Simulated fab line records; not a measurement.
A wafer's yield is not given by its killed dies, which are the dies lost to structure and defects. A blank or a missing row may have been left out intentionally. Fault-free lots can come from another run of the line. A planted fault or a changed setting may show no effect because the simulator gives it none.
The same fault as seen by 2 desks	flow n5 finfet	each desk holds nothing but its own numbers, with what lay behind them at the end

## AT THE TOOL OWNER'S DESK: pecvd-03
The tool's own readings at N5_FIN_SAQP_HM_DEP_72 (deposits SiO2 from SiH4/N2O, target thk 12 nm, time 7.2 s): means of the sampled wafers that have a number, for each lot that ran on this tool. Marked OUT: a lot whose mean sits more than 4 standard deviations from the usual mean, which makes it out of limits; the brackets give that distance.
Columns: A = chamber pressure Torr at N5_FIN_SAQP_HM_DEP_72, usual 0.7502 Torr; B = heater power outer w at N5_FIN_SAQP_HM_DEP_72, usual 459 W; C = heater power w at N5_FIN_SAQP_HM_DEP_72, usual 746 W; D = showerhead plenum p Torr at N5_FIN_SAQP_HM_DEP_72, usual 8.11 Torr; E = susceptor temp C at N5_FIN_SAQP_HM_DEP_72, usual 399.99 C
lot	first seen here	A	B	C	D	E
L398	day 6 09:46	0.7510	602	921	8.16	399.85
L401	day 7 03:47	0.7492	507	811	8.12	399.88
L402	day 7 09:47	0.7502	487	779	8.14	400.15
Finding of this desk: none of the 3 lots has anything out of limits.

## METROLOGY DESK
Lot by lot, what the gauges showed, no matter which tool ran the lot: averages of those sampled wafers that carry a number. Marked OUT: a lot whose mean sits more than 4 standard deviations from the usual mean, which makes it out of limits; the brackets give that distance. Readings shown: 7 of its 12, picked as those furthest out on some lot.
Columns: A = thk nm at N5_FIN_SAQP_THK_MEAS_05, usual 37.8 nm; B = IOFF_N at N5_BEOL_M4_RC_MEAS_101, usual 0.155 nA/um; C = IOFF_P at N5_BEOL_M4_RC_MEAS_101, usual 0.210 nA/um; D = ION_P at N5_BEOL_M4_RC_MEAS_101, usual 465 uA/um; E = SS_P at N5_BEOL_M4_RC_MEAS_101, usual 73.2 mV/dec; F = VT_N at N5_BEOL_M4_RC_MEAS_101, usual 249.9 mV; G = VT_P at N5_BEOL_M4_RC_MEAS_101, usual -250 mV
lot	first seen here	A	B	C	D	E	F	G
L386	day 3 09:14	37.9	-	-	-	-	-	-
L387	day 3 15:04	37.8	-	-	-	-	-	-
L396	day 5 20:53	37.0	0.143	0.177	452	72.9	253.3	-255
L398	day 6 09:31	37.8	0.147	0.210	464	73.4	251.1	-249
L399	day 6 15:27	37.6	0.156	0.213	469	73.3	247.6	-248
L400	day 6 21:09	37.3	0.132	0.171	457	72.8	250.9	-253
L401	day 7 03:32	37.8	0.153	0.209	463	72.7	250.4	-249
L402	day 7 09:31	38.0	0.173	0.215	466	73.5	247.6	-251
Finding of this desk: none of the 8 lots has anything out of limits.

## BROUGHT TOGETHER
Nothing out of limits was seen by the tool owner's desk.
Metrology desk: nothing out of limits seen.

## WHAT THE SIMULATOR HAD PUT IN
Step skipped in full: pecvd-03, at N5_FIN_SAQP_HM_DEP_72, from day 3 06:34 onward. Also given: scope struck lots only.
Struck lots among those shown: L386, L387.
